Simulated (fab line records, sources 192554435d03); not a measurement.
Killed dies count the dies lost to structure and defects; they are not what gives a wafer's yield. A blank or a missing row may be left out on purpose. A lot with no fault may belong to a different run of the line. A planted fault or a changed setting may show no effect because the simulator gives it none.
The tool behind it: which one? -- flow n5Finfet -- 63 wafers from 21 lots sampled at 4 of the route's 1938 steps

## WHAT EACH GAUGE READ, for each wafer
N5_BEOL_M4_INSPECT_30: inspects for defects (brightfield). Usual: 418 for rawDefectCount, sd 100.
lot,measured,on,rawDefectCount,flag
L074,day 7 21:32,defectInspect-01,392 645 351,
L076,day 8 04:01,defectInspect-01,476 625 436,
L075,day 8 05:34,defectInspect-01,307 250 280,
L077,day 8 12:48,defectInspect-02,626 449 369,
L078,day 8 15:25,defectInspect-02,505 498 465,
L079,day 8 23:26,defectInspect-02,254 261 277,
L080,day 9 05:41,defectInspect-01,362 348 367,
L081,day 9 20:25,defectInspect-02,466 418 429,
L083,day 9 22:37,defectInspect-02,386 469 413,
L082,day 10 03:17,defectInspect-02,535 489 589,
L084,day 10 05:24,defectInspect-02,574 483 493,
L085,day 10 09:56,defectInspect-02,335 321 269,
L088,day 10 23:16,defectInspect-02,497 520 630,
L087,day 11 07:17,defectInspect-02,352 532 481,
L091,day 11 08:51,defectInspect-02,334 337 307,
L090,day 11 11:49,defectInspect-02,287 334 386,
L089,day 11 13:10,defectInspect-02,357 426 398,
L092,day 11 21:01,defectInspect-02,606 533 463,
L093,day 12 09:32,defectInspect-02,472 414 468,
L094,day 12 19:31,defectInspect-02,455 656 416,
L096,day 13 16:32,defectInspect-02,310 485 259,

## EACH LOT AND THE TOOL THAT RAN IT (in order: tool; ch and the chambers of the sampled wafers; start)
lot,N5_BEOL_M3_SPUTTER_96,N5_BEOL_M4_HM_OPEN_17,N5_BEOL_M4_STRIP_19
L074,"pvdSputter-02, day 7 18:31","rieMetal-02 ch 0,1, day 7 20:56","rieDiel-02 ch 0,1,2, day 7 21:03"
L076,"pvdSputter-03, day 8 00:08","rieMetal-02 ch 0,1, day 8 03:19","rieDiel-02 ch 0,3, day 8 03:25"
L075,"pvdSputter-03, day 8 01:58","rieMetal-02 ch 0,1, day 8 04:40","rieDiel-06 ch 0,1, day 8 04:58"
L077,"pvdSputter-02, day 8 09:18","rieMetal-03 ch 0,1, day 8 12:02","rieDiel-02 ch 1,2,3, day 8 12:11"
L078,"pvdSputter-02, day 8 11:08","rieMetal-02 ch 0,1, day 8 14:41","rieDiel-06 ch 0,3, day 8 14:48"
L079,"pvdSputter-01, day 8 20:23","rieMetal-02 ch 0,1, day 8 22:44","rieDiel-03 ch 0,2, day 8 22:50"
L080,"pvdSputter-02, day 9 01:37","rieMetal-01 ch 0,1, day 9 04:58","rieDiel-02 ch 0,3, day 9 05:05"
L081,"pvdSputter-02, day 9 16:56","rieMetal-03 ch 0,1, day 9 19:49","rieDiel-06 ch 0,3, day 9 19:56"
L083,"pvdSputter-01, day 9 17:23","rieMetal-01 ch 0,1, day 9 21:47","rieDiel-03 ch 1,2,3, day 9 22:01"
L082,"pvdSputter-02, day 9 18:47","rieMetal-02 ch 0,1, day 9 22:04","rieDiel-06 ch 0,1, day 9 22:10"
L084,"pvdSputter-02, day 10 00:35","rieMetal-02 ch 0,1, day 10 04:33","rieDiel-03 ch 0,1,3, day 10 04:55"
L085,"pvdSputter-01, day 10 04:43","rieMetal-03 ch 0,1, day 10 09:00","rieDiel-02 ch 0,2,3, day 10 09:28"
L088,"pvdSputter-03, day 10 19:35","rieMetal-02 ch 0, day 10 22:40","rieDiel-03 ch 2,3, day 10 22:47"
L087,"pvdSputter-03, day 11 02:53","rieMetal-03 ch 0,1, day 11 06:43","rieDiel-03 ch 0,3, day 11 06:48"
L091,"pvdSputter-01, day 11 05:21","rieMetal-03 ch 0, day 11 08:16","rieDiel-02 ch 1,3, day 11 08:22"
L090,"pvdSputter-03, day 11 08:20","rieMetal-02 ch 0,1, day 11 11:14","rieDiel-03 ch 0,1,2, day 11 11:20"
L089,"pvdSputter-03, day 11 10:10","rieMetal-02 ch 0,1, day 11 12:35","rieDiel-02 ch 0,1,3, day 11 12:41"
L092,"pvdSputter-02, day 11 18:01","rieMetal-03 ch 0,1, day 11 20:18","rieDiel-06 ch 0,2,3, day 11 20:25"
L093,"pvdSputter-01, day 12 06:19","rieMetal-03 ch 0,1, day 12 08:57","rieDiel-02 ch 0,1,3, day 12 09:04"
L094,"pvdSputter-01, day 12 14:22","rieMetal-03 ch 0,1, day 12 18:56","rieDiel-06 ch 0,3, day 12 19:02"
L096,"pvdSputter-02, day 13 13:07","rieMetal-03 ch 0, day 13 15:44","rieDiel-02 ch 1,2, day 13 15:56"
- N5_BEOL_M3_SPUTTER_96: material Cu, target thk 4.5 nm, time 8.29 s.
- N5_BEOL_M4_HM_OPEN_17: chemistry Cl2/BCl3, target TiN, target depth 20 nm, overetch 6 nm.
- N5_BEOL_M4_STRIP_19: strips in O2.

## AS READ BY THE TOOLS THEMSELVES (means over the sampled wafers that have a number; for cases with no such wafer, the mark the record gives instead)
N5_BEOL_M3_SPUTTER_96. Usual: 30.1 % for throttleValvePct, sd 0.63.
lot,tool,throttleValvePct (%),flag
L074,pvdSputter-02,30.0,
L076,pvdSputter-03,30.0,
L075,pvdSputter-03,30.4,
L077,pvdSputter-02,30.3,
L078,pvdSputter-02,30.4,
L079,pvdSputter-01,30.1,
L080,pvdSputter-02,30.1,
L081,pvdSputter-02,29.9,
L083,pvdSputter-01,29.7,
L082,pvdSputter-02,30.4,
L084,pvdSputter-02,30.6,
L085,pvdSputter-01,30.2,
L088,pvdSputter-03,29.9,
L087,pvdSputter-03,29.4,
L091,pvdSputter-01,30.2,
L090,pvdSputter-03,29.3,
L089,pvdSputter-03,29.8,
L092,pvdSputter-02,30.5,
L093,pvdSputter-01,30.5,
L094,pvdSputter-01,30.1,
L096,pvdSputter-02,29.4,

N5_BEOL_M4_HM_OPEN_17. Usual: chamberPressureMTorr 10.000 mTorr, standard deviation 0.009; drypumpMotorCurrentA 5.69 A, standard deviation 0.22; oesProductAu 0.64 a.u., standard deviation 0.12; throttleValvePct 22.0 %, standard deviation 0.32.
lot,tool,chamberPressureMTorr (mTorr),drypumpMotorCurrentA (A),oesProductAu (a.u.),throttleValvePct (%),flag
L074,rieMetal-02,9.995,5.75,0.70,21.8,
L076,rieMetal-02,10.001,5.78,0.70,21.8,
L075,rieMetal-02,9.997,5.63,0.61,22.1,
L077,rieMetal-03,9.996,5.62,0.57,22.1,
L078,rieMetal-02,10.005,5.63,0.61,22.1,
L079,rieMetal-02,9.991,5.75,0.69,21.8,
L080,rieMetal-01,9.991,6.21,0.60,22.4,
L081,rieMetal-03,9.995,5.63,0.56,22.1,
L083,rieMetal-01,10.009,6.18,0.60,22.3,
L082,rieMetal-02,10.003,5.76,0.79,21.6,
L084,rieMetal-02,9.997,5.66,0.81,21.8,
L085,rieMetal-03,10.004,5.62,0.56,22.1,
L088,rieMetal-02,10.005,5.87,0.74,21.5,
L087,rieMetal-03,10.001,5.59,0.55,22.2,
L091,rieMetal-03,10.008,5.66,0.56,22.1,
L090,rieMetal-02,9.995,5.78,0.77,21.6,
L089,rieMetal-02,10.001,5.77,0.76,21.7,
L092,rieMetal-03,10.000,5.63,0.55,22.1,
L093,rieMetal-03,10.003,5.61,0.54,22.2,
L094,rieMetal-03,10.003,5.63,0.55,22.1,
L096,rieMetal-03,10.007,5.64,0.55,22.1,

N5_BEOL_M4_STRIP_19. Usual: chamberPressureMTorr 29.998 mTorr, standard deviation 0.025; drypumpMotorCurrentA 5.62 A, standard deviation 0.27; oesProductAu 0.74 a.u., standard deviation 0.079; rfVppV 3.6 V, standard deviation 0.45; showerheadPlenumPTorr 2.10 Torr, standard deviation 0.07; throttleValvePct 16.78 %, standard deviation 0.27.
lot,tool,chamberPressureMTorr (mTorr),drypumpMotorCurrentA (A),oesProductAu (a.u.),rfVppV (V),showerheadPlenumPTorr (Torr),throttleValvePct (%),flag
L074,rieDiel-02,29.980,5.63,0.71,3.9,2.10,16.73,
L076,rieDiel-02,30.012,5.56,0.72,3.7,2.08,17.01,
L075,rieDiel-06,29.984,5.54,0.73,3.5,2.12,16.96,
L077,rieDiel-02,30.002,5.62,0.72,3.7,2.10,16.89,
L078,rieDiel-06,29.980,5.42,0.74,3.5,2.06,16.58,
L079,rieDiel-03,29.984,5.73,0.75,3.6,2.02,16.62,
L080,rieDiel-02,29.984,5.59,0.72,3.4,2.08,17.03,
L081,rieDiel-06,29.998,5.42,0.74,4.1,2.06,16.60,
L083,rieDiel-03,29.994,5.77,0.74,3.8,2.15,16.65,
L082,rieDiel-06,29.983,5.68,0.72,3.4,2.14,16.90,
L084,rieDiel-03,30.007,5.58,0.77,3.4,2.13,16.67,
L085,rieDiel-02,30.003,5.51,0.70,3.7,2.07,16.85,
L088,rieDiel-03,30.014,5.97,0.79,3.6,2.18,16.66,
L087,rieDiel-03,29.999,5.80,0.80,3.4,2.16,16.69,
L091,rieDiel-02,30.015,5.76,0.70,3.6,2.13,17.04,
L090,rieDiel-03,30.004,5.64,0.70,3.8,2.07,16.67,
L089,rieDiel-02,29.983,5.66,0.70,3.9,2.10,16.97,
L092,rieDiel-06,29.987,5.76,0.78,3.6,2.13,16.60,
L093,rieDiel-02,29.991,5.69,0.69,3.6,2.10,16.99,
L094,rieDiel-06,29.982,5.60,0.71,3.6,2.10,16.75,
L096,rieDiel-02,30.007,5.55,0.87,3.8,2.08,16.46,

## THE ANSWER, worked out from the rows above alone
Rule: take the mean of a lot's wafers that have a number; if it is more than 3 standard deviations from the usual mean, the lot is off. A lot without any number at a reading at which 4 lots or more have one is off too. Any other lot the step has rows for is counted as sound. First the gauges in route order, then the tools' own readings, where a lot's mean is used as printed above. The first step at which some lot is off is used, and at that step the reading that is off furthest; a lot without a number counts as furthest.
Across all readings shown, no lot is off: no conclusion can be drawn from this.

## WHAT WAS PUT IN BY THE SIMULATOR
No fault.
